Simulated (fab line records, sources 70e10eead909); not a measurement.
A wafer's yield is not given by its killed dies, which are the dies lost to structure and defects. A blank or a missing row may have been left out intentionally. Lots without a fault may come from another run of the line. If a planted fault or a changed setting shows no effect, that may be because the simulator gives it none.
A lot that was struck, set against a sound lot    flow nandHarc    14 out of 1302 route steps
Sound: wafers L862.2, L862.5, L862.6. The struck wafers were L869.3, L869.5, L869.6. The cause is named last.
For every step that has rows: the tool of each side, followed by ch and its chambers, followed by its first start. Under that, the readings that differ: sound wafers    struck wafers    difference of the means    sigmas: that difference in standard deviations of wafers without a fault.
alike: same words and numbers on both sides, and readings whose means sit less than 2 such deviations apart. not compared: any withheld reading, any reading some wafer has no value for, any bound like >300 that may hide the same value, and any number with overlapping values for which the record gives no deviation.
The two part at a step that has a row with sigmas, a row that says differs or no value, or rows on one side only. Non-overlapping numbers with no deviation appear without sigmas and do not part them. Lack of a reading on every wafer of one side parts them only where that side has two or more wafers.

NHARC_P_M2_CD_MEAS_09: the cd target is 170 nm.
  sound on cdSem-02 ch 0, day 6 16:32; struck on cdSem-01 ch 0, day 9 16:15
  alike: cdNm
NHARC_P_M2_OVL_MEAS_10: pitch 340 nm.
  sound on overlay-01, day 6 16:37; struck on overlay-02, day 9 16:20
reading          sound           struck       difference  sigmas
overlayXNm (nm)  -1.8 -2.4 -2.0  0.4 0.8 0.3  +2.6        +3
  alike: overlayYNm
NHARC_P_M2_INSPECT_11:
  sound on defectInspect-01, day 6 16:39; struck on defectInspect-02, day 9 16:22
  alike: rawDefectCount
then, 2 steps without rows for these wafers: NHARC_P_M2_DESCUM_14 (chemistry O2, time 3 s); NHARC_P_M2_ETCH_35 (etches the open film in N2/H2, target depth 40 nm, overetch 12 nm, time 43.94 s).
NHARC_P_M2_ETCH_15: etches the open film in C4F8/Ar, target depth 182.5 nm, time 91.2 s.
  sound: rieDiel-03 ch 2,3; struck: rieDiel-03 ch 0,1
  alike: oesProductAu, rfVppV
  not compared: rfHoursCounterH
NHARC_P_M2_CD_MEAS_16:
  sound on cdSem-03, day 6 17:01; struck on cdSem-03, day 9 16:47
  alike: cdNm
NHARC_P_M2_STRIP_18: strips in N2/H2.
  sound on rieDiel-05 ch 0,2,3, day 6 17:08; struck on rieDiel-05 ch 0,1, day 9 16:53
  alike: drypumpMotorCurrentA, n2FlowSccm, oesProductAu, rfVppV, showerheadPlenumPTorr, throttleValvePct
  not compared: rfHoursCounterH
NHARC_P_M2_ETCH_28: etches the open film in CF4/N2, target depth 30 nm, time 72.99 s.
  sound: rieDiel-05 ch 2,3; struck: rieDiel-05 ch 1,2,3
  alike: drypumpMotorCurrentA, n2FlowSccm, oesProductAu, rfVppV, showerheadPlenumPTorr, throttleValvePct
  not compared: rfHoursCounterH
then, 1 step without rows for these wafers: NHARC_P_M2_STRIP_19 (strips in post etch residue remover, time 600 s).
NHARC_P_M2_DEGAS_29: time 60 s.
  sound on pvdSputter-02, day 6 17:44; struck on pvdSputter-03, day 9 17:30
  alike: heaterPowerW
then, 1 step without rows for these wafers: NHARC_P_M2_PRE_CLEAN_30 (time 30 s).
NHARC_P_M2_PVD_20: deposits TaN, target thk 5 nm, time 8.06 s.
  sound on pvdSputter-02, day 6 17:52; struck on pvdSputter-03, day 9 17:37
  no value came back on the struck wafers for biasV (V), cathodeDcPowerW (W), throttleValvePct (%); on the sound wafers biasV (V) reads 169.6 167.1 171.7
NHARC_P_M2_PVD_21: deposits Cu, target thk 30 nm, time 20.49 s.
  sound on pvdSputter-02; struck on pvdSputter-03
  alike: cathodeDcPowerW, chamberPressurePa, throttleValvePct

== WHERE THEY PART ==
At NHARC_P_M2_OVL_MEAS_10 first; at NHARC_P_M2_PVD_20 last (within this record only). Later steps at which nothing parts them and some readings are alike: NHARC_P_M2_PVD_21.

WHY: the cause the simulator had injected
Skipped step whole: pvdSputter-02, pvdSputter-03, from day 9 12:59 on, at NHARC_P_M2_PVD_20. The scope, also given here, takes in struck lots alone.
